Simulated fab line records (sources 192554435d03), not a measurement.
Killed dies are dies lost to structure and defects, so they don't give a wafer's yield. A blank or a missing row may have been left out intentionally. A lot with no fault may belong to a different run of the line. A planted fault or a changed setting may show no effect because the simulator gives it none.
Split-lot study    flow n5Finfet    21 wafers read across 7 lots, on a route 1938 steps long

== ON THE SPLIT ==
At N5_ZERO_LAYER_EXPOSE_08 (exposes mask ZERO, defocus 0 nm, target cd 2000 nm), the setting doseMj was moved away from the recipe's 16.2 on 10 of the 21 wafers read, by -6.5% to +7.0%. For the rest of the wafers, this setting stayed at what the recipe calls for.

== FROM THE SPLIT TO THE READING: what the file shows between them, 3 steps ==
- N5_ZERO_LAYER_PEB_09
- N5_ZERO_LAYER_DEVELOP_10: develop time 60 s
- N5_ZERO_LAYER_HARDBAKE_23: time 120 s

== THE READING ==
cdNm (nm) at N5_ZERO_LAYER_CD_MEAS_11, where the cd target is 2000 nm. Fault-free wafers of this fab line usually give 1999.1 nm, standard deviation 1.6 nm.

wafer   tool, chamber at the split  doseMj as run  against the recipe  cdNm, nm  against lot-mates on the recipe
L076.1  krfScanner-01, 0            15.14          -6.5%               1987.0    -10.8
L076.3  krfScanner-01, 0            16.2           recipe              1997.6    -
L076.4  krfScanner-01, 0            16.2           recipe              1998.1    -
L083.1  krfScanner-02, 0            16.2           recipe              1999.3    -
L083.3  krfScanner-02, 0            15.71          -3.0%               1994.8    -4.6
L083.4  krfScanner-02, 0            16.2           recipe              1999.6    -
L084.1  krfScanner-01, 0            16.2           recipe              2000.1    -
L084.3  krfScanner-01, 0            16.2           recipe              1999.1    -
L084.5  krfScanner-01, 0            16.2           recipe              2000.8    -
L086.1  krfScanner-02, 0            15.39          -5.0%               1991.8    -9.2
L086.2  krfScanner-02, 0            16.2           recipe              2002.0    -
L086.6  krfScanner-02, 0            16.2           recipe              2000.1    -
L090.1  krfScanner-02, 0            17.34          +7.0%               2013.7    +12.4
L090.4  krfScanner-02, 0            17.34          +7.0%               2014.7    +13.4
L090.6  krfScanner-02, 0            16.2           recipe              2001.3    -
L096.1  krfScanner-01, 0            17.33          +7.0%               2007.2    +11.2
L096.3  krfScanner-01, 0            16.2           recipe              1996.0    -
L096.4  krfScanner-01, 0            17.33          +7.0%               2010.0    +14.0
L097.2  krfScanner-01, 0            16.55          +2.2%               2006.9    no lot-mate on the recipe
L097.4  krfScanner-01, 0            16.55          +2.2%               2005.4    no lot-mate on the recipe
L097.5  krfScanner-01, 0            16.55          +2.2%               2003.9    no lot-mate on the recipe

FIT RESULTS
A straight line over all 21 wafers: cdNm changes by +1.75 nm for each +1% of doseMj; r = +0.95; the points scatter about the line by 2.1 nm.
The same after taking each lot's own level away (the mean of its wafers on the recipe; 18 wafers): +1.78 nm for each +1%; r = +0.99; scatter 0.76 nm.
That fit puts the effect of the largest move of doseMj on the reading at 13 nm.
From 1996.00 to 2001.30 nm: that is the span of the lots' own levels, equal to 3.3 times the standard deviation above.
Consequently the slope shifts little with the lot-to-lot level, the two slopes agreeing.
Check: +12.7 nm against its lot-mates is what the line predicts for one of the wafers moved furthest among these (+7.0%) when that wafer is left out of the fit. Against them it came out at +12.4 nm.

== OTHER SPLITS ON THESE WAFERS ==
Note: prior to the reading, these wafers also went through further splits. Each is held against what the fit with the lots' levels taken away leaves over:
other split on the same wafers  wafers away from the commonest value  r with cdNm (lot level and that fit taken away)
N5_ZERO_LAYER_PECVD_02 timeS    7                                     +0.42
N5_ZERO_LAYER_COAT_05 spinRpm   8                                     +0.40

== THE WHOLE CHAIN: every reading that the file lists as answering this split, in the file's order ==
step                      what it does                                         reading                                                           change (the file's fit)               r (the file's)
N5_ZERO_LAYER_CD_MEAS_11  target cd 2000 nm                                    cdNm                                                              +1.77 nm for each +1% of the setting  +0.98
N5_ZERO_LAYER_DESCUM_16   chemistry O2, time 7.9 s                             ZERO_LAYER.cdNm (the simulator's own value, which no gauge read)  +1.74 nm for each +1% of the setting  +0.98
N5_ZERO_LAYER_ETCH_17     etches SiO2 in CF4, target depth 12 nm, time 13.3 s  ZERO_LAYER.cdNm (the simulator's own value, which no gauge read)  +1.77 nm for each +1% of the setting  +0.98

== THE FILE'S OWN FIT ==
cdNm changes by +1.77 nm for each +1% of doseMj, r = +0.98.
